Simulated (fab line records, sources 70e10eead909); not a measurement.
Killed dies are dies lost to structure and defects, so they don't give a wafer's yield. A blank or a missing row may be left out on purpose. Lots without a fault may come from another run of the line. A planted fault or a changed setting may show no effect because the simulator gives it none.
fab line records | flow nand_harc
record lots=12 wafers=36 last_day=23
route steps=1159 shown A_M1@1052 A_BONDPAD@1076 END@1159
lots that met no fault: from a run of the same line without faults
start_h: hours from the record's first day to the start of the lot's first wafer shown | wait_h: hours since the lot's step before | " the same as in the row above | L1.1+2: a row that stands for several wafers | - no value, or no start given | * or withheld: withheld | < > ~ a bound
route shown NAME@n: a module of which the file shows steps, and the number in the route of the first | usual: mean/standard deviation of fault-free wafers | same: alike in all rows | chamber/n: place in a boat | sites: the reading at each site | _std_site: their standard deviation | _edge_site: outer sites' mean less inner sites' | radius_mm: how far each site lies from the wafer's centre | mask NAME#n: copy n | behind: the tool/chamber that last shaped the wafer | hold: why the lot was held/for how many hours/how that ended | device: the transistor (n, p or np) that didn't switch | end of line: the same wafers' tests at the end of the route | a step without rows: its recipe alone | killed: dies lost to structure and defects at the first sort, not the wafer's yield | map: a wafer's dies, x killed, . not, _ none there
set.NAME: the setting as run; set.NAME@STEP: as run at that earlier step | model.NAME: the simulator's own value behind a step, which no gauge read
steps of the route over a sample of lots; a table a step, a row a wafer
services: from which hour (start_h, from the record's first day; less than 0 if before it) a tool's chamber was out of use, for how many hours, and why
## steps
# step NHARC_A_M1_CMP_23
# recipe t_overpolish_s=20 target_thk_nm=154.34
# usual motor_current_A=12.3/1.1 slurry_filter_dp_kPa=13.49/0.13 time_to_endpoint_s=27.6/3
# columns lot.wafer tool chamber start_h wait_h motor_current_A slurry_filter_dp_kPa time_to_endpoint_s
L824.2 cmp-02 0 410.21 - 12.2 13.63 26.4
L824.3 " 2 " " 12.8 13.43 25.8
L824.4 " 3 " " 12.7 13.38 24.6
L823.1 cmp-04 2 411.25 - 11.8 13.86 32.0
L823.5 " 3 " " 11.1 13.52 26.2
L823.6 " 0 " " 12.6 13.29 29.7
L828.3 cmp-03 0 417.38 - 14.1 13.70 31.5
L828.2 " 1 " " 11.0 13.47 27.2
L828.6 " 0 " " 13.8 13.74 31.2
L827.3 cmp-04 3 421.49 - 10.5 13.51 27.8
L827.5 " 0 " " 12.0 13.47 31.3
L827.6 " 1 " " 13.3 13.61 28.8
L826.2 cmp-04 3 427.00 - 11.2 13.54 26.1
L826.3 " 1 " " 13.0 13.56 25.8
L826.5 " 3 " " 10.9 13.59 25.3
L829.2 cmp-02 2 435.60 - 12.1 13.59 25.1
L829.1 " 3 " " 13.4 13.48 21.1
L829.6 " 3 " " 13.5 13.56 20.6
L830.2 cmp-02 0 449.24 - 12.1 13.43 29.8
L830.3 " 2 " " 12.5 13.25 28.0
L830.5 " 3 " " 13.1 13.40 23.4
L832.2 cmp-02 1 456.16 - 10.5 13.66 27.5
L832.5 " 2 " " 12.1 13.31 27.5
L832.6 " 3 " " 12.7 13.47 22.0
L833.4 cmp-02 2 456.94 - 12.2 13.45 29.5
L833.1 " 3 " " 13.0 13.43 24.0
L833.5 " 2 " " 13.0 13.65 29.4
L837.4 cmp-04 2 472.27 - 11.0 13.59 29.8
L837.1 " 3 " " 10.9 13.46 23.2
L837.5 " 1 " " 13.0 13.34 23.9
L836.4 cmp-02 1 472.74 - 11.8 13.37 27.1
L836.3 " 2 " " 12.6 13.41 25.6
L836.2 " 3 " " 14.1 13.47 21.9
L839.1 cmp-04 1 503.07 - 13.6 13.58 26.1
L839.3 " 3 " " 11.3 13.42 27.4
L839.5 " 1 " " 13.0 13.45 23.5
# step NHARC_A_M1_PRE_CLEAN_32
# recipe time_s=12 temp_c=370 rf_power_w=300 gas=NH3
# usual heater_power_w=625/57
# columns lot.wafer tool chamber start_h wait_h heater_power_w
L824.3 pecvd-02 1 410.76 0.1 530
L824.2 " 0 " " 583
L824.4 " 2 " " 714
L823.1 pecvd-03 2 411.73 0.1 651
L823.5 " 0 " " 662
L823.6 " 1 " " 610
L828.3 pecvd-03 1 417.91 0.1 634
L828.2 " 0 " " 621
L828.6 " 1 " " 639
L827.3 pecvd-02 2 421.96 0.1 709
L827.5 " 1 " " 543
L827.6 " 2 " " 729
L826.2 pecvd-03 2 428.02 0.6 638
L826.3 " 0 " " 637
L826.5 " 1 " " 563
L829.2 pecvd-01 1 436.14 0.1 654
L829.1 " 0 " " 652
L829.6 " 2 " " 669
L830.3 pecvd-02 0 449.77 0.1 541
L830.2 " 1 " " 543
L830.5 " 0 " " 553
L832.2 pecvd-02 0 456.70 0.1 535
L832.6 " 2 " " 699
L832.5 " 0 " " 538
L833.1 pecvd-02 2 457.54 0.2 677
L833.5 " 2 " " 682
L833.4 " 0 " " 580
L837.1 pecvd-01 2 472.79 0.1 587
L837.5 " 1 " " 654
L837.4 " 2 " " 576
L836.2 pecvd-02 2 473.27 0.1 726
L836.3 " 0 " " 558
L836.4 " 0 " " 583
L839.1 pecvd-01 2 503.61 0.1 635
L839.3 " 0 " " 612
L839.5 " 1 " " 651
# step NHARC_A_BONDPAD_ETCH_34
# recipe target_depth_a=600 overetch_a=180 time_s=65.91 ion_energy_ev=200 n2_flow_sccm=150 h2_flow_sccm=150 ar_flow_sccm=0 rf_w=400 bias_w=150 chemistry=N2/H2
# usual bias_w=150.0/0.44 drypump_motor_current_A=5.7/0.49 oes_product_au=1.002/0.012 rf_vpp_V=429.9/2.7 run_length_s=87.1/0.51 showerhead_plenum_p_Torr=2.02/0.092 throttle_valve_pct=14.171/0.0087
# columns lot.wafer tool chamber start_h wait_h bias_w drypump_motor_current_A oes_product_au rf_hours_counter_h rf_vpp_V run_length_s showerhead_plenum_p_Torr throttle_valve_pct
L824.3 rie_diel-06 0 412.90 0.1 150.4 5.4 1.006 65 425.2 87.0 1.88 14.161
L824.4 " 1 " " 150.9 6.1 0.978 62 430.4 87.2 2.03 14.174
L824.2 " 2 " " 149.8 6.1 0.994 63 427.5 87.2 1.94 14.164
L823.1 rie_diel-09 1 413.90 0.1 149.8 6.3 1.003 6 432.1 87.3 2.07 14.168
L823.5 " 2 " " 149.7 5.5 0.991 - 434.7 87.5 2.20 14.168
L823.6 " 3 " " 150.7 5.3 1.014 - 429.2 87.0 1.99 14.169
L828.2 rie_diel-11 1 420.08 0.1 150.3 5.8 1.007 7 428.1 86.5 1.98 14.167
L828.3 " 0 " " 149.2 5.6 1.019 9 427.2 87.8 1.88 14.179
L828.6 " 1 " " 150.6 5.8 1.010 - 429.4 86.6 1.98 14.177
L827.3 rie_diel-11 0 423.99 0.1 149.6 5.7 1.007 10 426.3 87.8 1.88 14.163
L827.5 " 2 " " 150.2 5.2 1.003 - 429.4 86.7 2.00 14.166
L827.6 " 3 " " 150.2 5.1 1.010 - 427.0 87.7 1.93 14.158
L826.3 rie_diel-09 0 430.04 0.1 149.4 6.5 0.998 6 429.3 86.9 2.03 14.181
L826.2 " 1 " " 149.7 6.3 1.004 6 432.0 87.7 2.07 14.177
L826.5 " 0 " " 150.0 6.5 1.004 - 429.6 86.9 2.03 14.166
L829.1 rie_diel-06 0 438.31 0.1 150.0 5.4 1.006 5 435.2 87.1 2.22 14.177
L829.2 " 2 " " 150.5 6.0 1.011 3 426.9 87.3 1.94 14.158
L829.6 " 0 " " 150.5 5.5 0.998 - 435.1 87.0 2.22 14.174
L830.3 rie_diel-09 0 451.90 0.1 150.0 6.5 0.999 0 429.7 86.9 2.03 14.161
L830.2 " 2 " " 149.8 5.5 0.995 0 436.7 87.5 2.20 14.172
L830.5 " 3 " " 150.1 5.2 1.015 - 429.6 87.0 1.99 14.170
L832.2 rie_diel-09 1 458.84 0.1 150.4 6.3 0.981 0 431.3 87.1 2.07 14.174
L832.5 " 0 " " 150.3 6.5 1.013 - 430.0 86.9 2.02 14.161
L832.6 " 1 " " 150.8 6.3 0.986 - 432.4 87.5 2.07 14.173
L833.4 rie_diel-11 2 459.74 0.1 150.1 5.2 0.995 17 429.5 86.8 2.00 14.188
L833.1 " 1 " " 150.3 5.8 0.999 16 431.0 86.1 1.98 14.174
L833.5 " 2 " " 149.5 5.2 1.002 - 429.7 86.2 2.00 14.168
L837.1 rie_diel-11 2 474.96 0.1 149.8 5.2 1.004 20 428.8 86.3 2.00 14.179
L837.5 " 3 " " 149.6 5.1 1.010 - 428.8 87.6 1.92 14.161
L837.4 " 1 " " 149.8 5.8 0.993 - 428.3 86.8 1.98 14.155
L836.2 rie_diel-11 3 475.46 0.1 149.8 5.1 0.996 21 426.8 87.5 1.92 14.176
L836.3 " 1 " " 149.7 5.8 0.987 19 428.8 86.6 1.98 14.164
L836.4 " 3 " " 149.4 5.1 1.012 - 425.9 87.1 1.92 14.178
L839.1 rie_diel-09 1 505.76 0.1 150.1 6.3 0.994 2 431.4 87.3 2.07 14.182
L839.3 " 0 " " - 6.5 0.999 2 429.3 63.5 2.02 14.155
L839.5 " 1 " " 149.6 6.3 0.978 - 433.5 87.5 2.07 14.175
# step NHARC_A_BONDPAD_PRE_CLEAN_26
# recipe time_s=30 temp_c=280 gas=H2/He
# usual heater_power_w=395/31
# columns lot.wafer tool chamber start_h wait_h heater_power_w
L824.4 pvd_sputter-01 - - - 424
L824.3 " - " " 345
L824.2 " - " " 415
L823.1 pvd_sputter-02 - - - 371
L823.6 " - " " 405
L823.5 " - " " 381
L828.2 pvd_sputter-01 - - - 444
L828.3 " - " " 416
L828.6 " - " " 412
L827.3 pvd_sputter-03 - - - 434
L827.6 " - " " 435
L827.5 " - " " 407
L826.2 pvd_sputter-02 - - - 362
L826.3 " - " " 384
L826.5 " - " " 409
L829.1 pvd_sputter-03 - - - 363
L829.2 " - " " 376
L829.6 " - " " 418
L830.3 pvd_sputter-02 - - - 365
L830.2 " - " " 411
L830.5 " - " " 353
L832.2 pvd_sputter-01 - - - 442
L832.6 " - " " 437
L832.5 " - " " 348
L833.4 pvd_sputter-01 - - - 344
L833.1 " - " " 403
L833.5 " - " " 348
L837.1 pvd_sputter-01 - - - 409
L837.4 " - " " 428
L837.5 " - " " 444
L836.4 pvd_sputter-02 - - - 399
L836.2 " - " " 371
L836.3 " - " " 355
L839.3 pvd_sputter-02 - - - 407
L839.1 " - " " 387
L839.5 " - " " 411
# step NHARC_END_SORT_01
# recipe temp_c=25
# usual defect_limited_yield=96.0/1.3 killed_at_array=24/8.4 killed_at_other=0.7/1.1 killed_at_periphery=2.9/1.7 killed_dies=27/8.6 killed_open=3.3/1.8 killed_short=1.8/1.4 sort_bin_2_pct=1.3/0.56 sort_bin_3_pct=0.19/0.18 sort_bin_4_pct=2.6/0.84 sort_n_pass=650/8.6 sort_rim_yield_pct=96.1/2.3 sort_yield_pct=96.0/1.3
# same gross_dies=677 sort_bin_5_pct[%]=0 sort_bin_6_pct[%]=0 sort_bin_7_pct[%]=0 sort_bin_8_pct[%]=0 sort_rim_n_gross=106.00
# columns lot.wafer tool chamber start_h wait_h defect_limited_yield[%] killed_at_array killed_at_other killed_at_periphery killed_dies killed_open killed_short sort_bin_2_pct[%] sort_bin_3_pct[%] sort_bin_4_pct[%] sort_n_pass sort_rim_yield_pct[%] sort_yield_pct[%]
L823.1 prober-01 0 455.42 2.5 96.2 23 0 3 26 4 0 1.3 0.15 2.4 651 90.6 96.2
L823.5 prober-01 0 458.58 3.7 95.6 29 0 1 30 4 2 0.7 0.30 3.4 647 96.2 95.6
L823.6 prober-01 0 459.37 3.9 97.8 14 0 1 15 1 1 0.6 0 1.6 662 95.3 97.8
L839.1 prober-02 0 538.34 2.5 95.4 29 0 2 31 5 0 1.5 0.44 2.7 646 96.2 95.4
L839.3 prober-02 0 539.94 3.1 6.1 634 0 2 636 7 0 90.4 0.15 3.4 41 20.8 6.1
L839.5 prober-02 0 541.55 3.7 94.2 37 1 1 39 2 1 2.2 0.15 3.4 638 100.0 94.2
# killed by level:class
L823.1 A_SLIT:chamber_film_flake=12 A_CONTACT:chamber_film_flake=4 A_WL_FILL:geometric_particle:open=2 P_STI:chamber_film_flake=2 A_STAIRCASE:chamber_film_flake=2 A_STAIRCASE:geometric_particle:open=1 A_M0:geometric_particle:open=1 P_GATE:chamber_film_flake=1
L823.5 A_SLIT:chamber_film_flake=16 A_STAIRCASE:chamber_film_flake=3 A_CONTACT:chamber_film_flake=3 A_ONON_D1:geometric_particle:open=1 A_SGD_CUT:geometric_particle:short=1 A_WL_FILL:geometric_particle:short=1 A_CONTACT:geometric_particle:open=1 A_BLC:geometric_particle:open=1
L823.6 A_SLIT:chamber_film_flake=5 A_CHANNEL_HOLE_D1:chamber_film_flake=3 A_CONTACT:chamber_film_flake=3 A_ONON_D1:geometric_particle:short=1 A_BLC:geometric_particle:open=1 P_STI:chamber_film_flake=1 A_STAIRCASE:chamber_film_flake=1
L839.1 A_SLIT:chamber_film_flake=14 A_STAIRCASE:chamber_film_flake=5 A_CHANNEL_HOLE_D1:chamber_film_flake=3 A_CONTACT:chamber_film_flake=3 P_M0:geometric_particle:open=1 A_ONON_D1:geometric_particle:open=1 A_WL_FILL:geometric_particle:open=1 A_CONTACT:geometric_particle:open=1
L839.3 A_BONDPAD:area_etch=597 A_SLIT:chamber_film_flake=21 A_CHANNEL_HOLE_D1:chamber_film_flake=8 A_ONON_D1:geometric_particle:open=3 A_STAIRCASE:chamber_film_flake=2 P_GATE:geometric_particle:open=1 P_M0:geometric_particle:open=1 A_SGD_CUT:geometric_particle:open=1
L839.5 A_SLIT:chamber_film_flake=20 A_STAIRCASE:chamber_film_flake=5 A_CHANNEL_HOLE_D1:chamber_film_flake=4 A_CONTACT:chamber_film_flake=4 A_CONTACT:geometric_particle:open=1 A_CONTACT:geometric_particle:short=1 A_BLC:geometric_particle:open=1 P_M1:chamber_film_flake=1
## services
# columns tool chamber start_h hours kind
rie_diel-11 2 389.44 2.3 repair
pvd_sputter-02 - 392.01 10.0 pm
pecvd-01 - 392.67 6.3 repair
cmp-04 - 399.20 4.0 pm
rie_diel-06 1 401.58 7.4 repair
pecvd-02 2 403.67 6.9 repair
pecvd-02 2 411.58 6.3 repair
pecvd-01 - 418.00 13.0 pm
rie_diel-06 - 418.21 9.0 pm
cmp-03 - 421.16 0.7 repair
cmp-02 - 424.44 1.6 repair
rie_diel-09 - 431.17 9.0 pm
cmp-03 - 438.71 4.2 repair
cmp-02 - 441.75 1.7 repair
pvd_sputter-03 - 458.05 10.0 pm
rie_diel-06 2 465.01 7.0 repair
cmp-02 - 467.01 4.0 pm
rie_diel-11 0 469.31 12.6 repair
rie_diel-06 3 471.49 6.7 repair
pvd_sputter-03 - 472.53 13.3 repair
pecvd-03 - 473.06 13.0 pm
pvd_sputter-02 - 483.82 3.7 repair
cmp-04 - 497.20 4.0 pm
pecvd-02 0 506.60 12.7 repair
## key
first_sign step=NHARC_A_BONDPAD_ETCH_34 reading=run_length_s direction=down sigmas=46 usual=* struck=*
effect step=NHARC_END_SORT_01 reading=sort_bin_2_pct direction=up sigmas=99+ usual=1.3 struck=90.4
more_kills_born_at NHARC_A_BONDPAD_ETCH_34@rie_diel-09=597
met_at NHARC_A_BONDPAD_ETCH_34
struck_lots L839
struck_wafers L839.3
later_rows_left_out L839.3
not_acting_at NHARC_A_M1_CMP_23,NHARC_A_M1_PRE_CLEAN_32,NHARC_A_BONDPAD_PRE_CLEAN_26
onset_between 458.84 505.76
fault kind=process_parameter_drift tool=rie_diel-09 chamber=0 onset_h=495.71 steps=NHARC_A_BONDPAD_ETCH_34 channel=time_s offset=* shape=step end_h=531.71 acts_in=* stated=*
# later_rows_left_out: the simulator's readings of these wafers behind a module that went badly wrong aren't trusted and aren't shown, but for the sort
